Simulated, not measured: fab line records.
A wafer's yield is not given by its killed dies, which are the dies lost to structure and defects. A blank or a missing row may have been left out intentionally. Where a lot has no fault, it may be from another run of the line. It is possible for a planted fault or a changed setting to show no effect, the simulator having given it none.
Chamber matching :: flow nandHarc :: NHARC_A_CHANNEL_HOLE_D1_DEP_01 on pecvd-03 has 3 sister chambers
The step deposits SiON, target thk 140 nm. 6 wafers are shown with their chamber, then 8 later ones without.

## WAFERS PAIRED WITH THEIR CHAMBERS
wafer: L083.2
chamber: 2
heaterPowerW (W): 542

wafer: L083.6
chamber: 0
heaterPowerW (W): 762

wafer: L084.2
chamber: 2
heaterPowerW (W): 547

wafer: L084.4
chamber: 1
heaterPowerW (W): 926

wafer: L084.6
chamber: 0
heaterPowerW (W): 718

wafer: L088.2
chamber: 1
heaterPowerW (W): 911

## WAFERS MISSING THEIR CHAMBER
wafer: L088.3
heaterPowerW (W): 732

wafer: L088.6
heaterPowerW (W): 576

wafer: L088.1
heaterPowerW (W): 562

wafer: L088.4
heaterPowerW (W): 924

wafer: L088.5
heaterPowerW (W): 738

wafer: L097.3
heaterPowerW (W): 794

wafer: L097.4
heaterPowerW (W): 672

wafer: L097.6
heaterPowerW (W): 788

## CHAMBER TAKEN BY EACH
wafer: L088.3
from the rows above: 0
in truth: 0

wafer: L088.6
from the rows above: 2
in truth: 2

wafer: L088.1
from the rows above: 2
in truth: 2

wafer: L088.4
from the rows above: 1
in truth: 1

wafer: L088.5
from the rows above: 0
in truth: 0

wafer: L097.3
from the rows above: 0
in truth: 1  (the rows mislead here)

wafer: L097.4
from the rows above: 0
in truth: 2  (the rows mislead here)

wafer: L097.6
from the rows above: 0
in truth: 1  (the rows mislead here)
Correctly placed: 5 of 8. Number that these rows cannot place: 0. Wrongly placed: 3.
How it was worked out, from the rows above alone: a wafer's distance from a chamber is the root of the sum, over the readings, of the square of ((its reading less the chamber's mean) divided by the reading's scatter). The wafer belongs to the nearest chamber; if the next one is less than 2 further off, it can't be placed. For every chamber, the mean is computed from those of its wafers that are shown. How the scatter is found: for the shown wafers, subtract from each reading the mean of its chamber, square and add these, divide the total by (wafers less chambers), then take the root.
